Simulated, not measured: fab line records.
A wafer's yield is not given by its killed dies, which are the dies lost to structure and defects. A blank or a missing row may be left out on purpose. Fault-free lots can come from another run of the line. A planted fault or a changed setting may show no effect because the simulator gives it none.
Matching of chambers    flow n5Finfet    N5_BEOL_M6_STRIP_67 on rieDiel-03: 4 sister chambers
The step strips in CF4. 4 wafers are shown with their chamber, then 12 later ones without.

== WAFERS PAIRED WITH THEIR CHAMBERS ==
wafer   chamber  showerheadPlenumPTorr (Torr)
L085.5  2        1.83
L088.3  1        1.82
L090.1  3        1.83
L090.4  0        1.89

== WAFERS WHOSE CHAMBER IS MISSING ==
wafer   showerheadPlenumPTorr (Torr)
L092.1  1.88
L092.2  1.82
L092.3  1.81
L092.4  1.82
L092.5  1.82
L092.6  1.88
L097.1  1.82
L097.2  1.81
L097.3  1.88
L097.4  1.82
L097.5  1.82
L097.6  1.81

== WHICH CHAMBER EACH WENT THROUGH ==
wafer   from the rows above           in truth
L092.1  0                             0
L092.2  can't be placed: 1 or 2 or 3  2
L092.3  can't be placed: 1 or 2 or 3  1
L092.4  can't be placed: 1 or 2 or 3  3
L092.5  can't be placed: 1 or 2 or 3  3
L092.6  0                             0
L097.1  can't be placed: 1 or 2 or 3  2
L097.2  can't be placed: 1 or 2 or 3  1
L097.3  0                             0
L097.4  can't be placed: 1 or 2 or 3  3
L097.5  can't be placed: 1 or 2 or 3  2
L097.6  can't be placed: 1 or 2 or 3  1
3 of 12 placed correctly. Not placeable from these rows: 9 (in 9, the candidates include the true chamber). Placed wrongly: 0.
How it was worked out, from the rows above alone: a wafer's distance from a chamber is the root of the sum, over the readings, of the square of ((its reading less the chamber's mean) divided by the reading's scatter). The wafer belongs to the nearest chamber; if the next one is less than 2 further off, it can't be placed. Each chamber's mean is taken over the wafers shown for it. The scatter: with one shown wafer a chamber, the root of the mean of the squares of how far each hidden wafer lies from its nearest shown one.
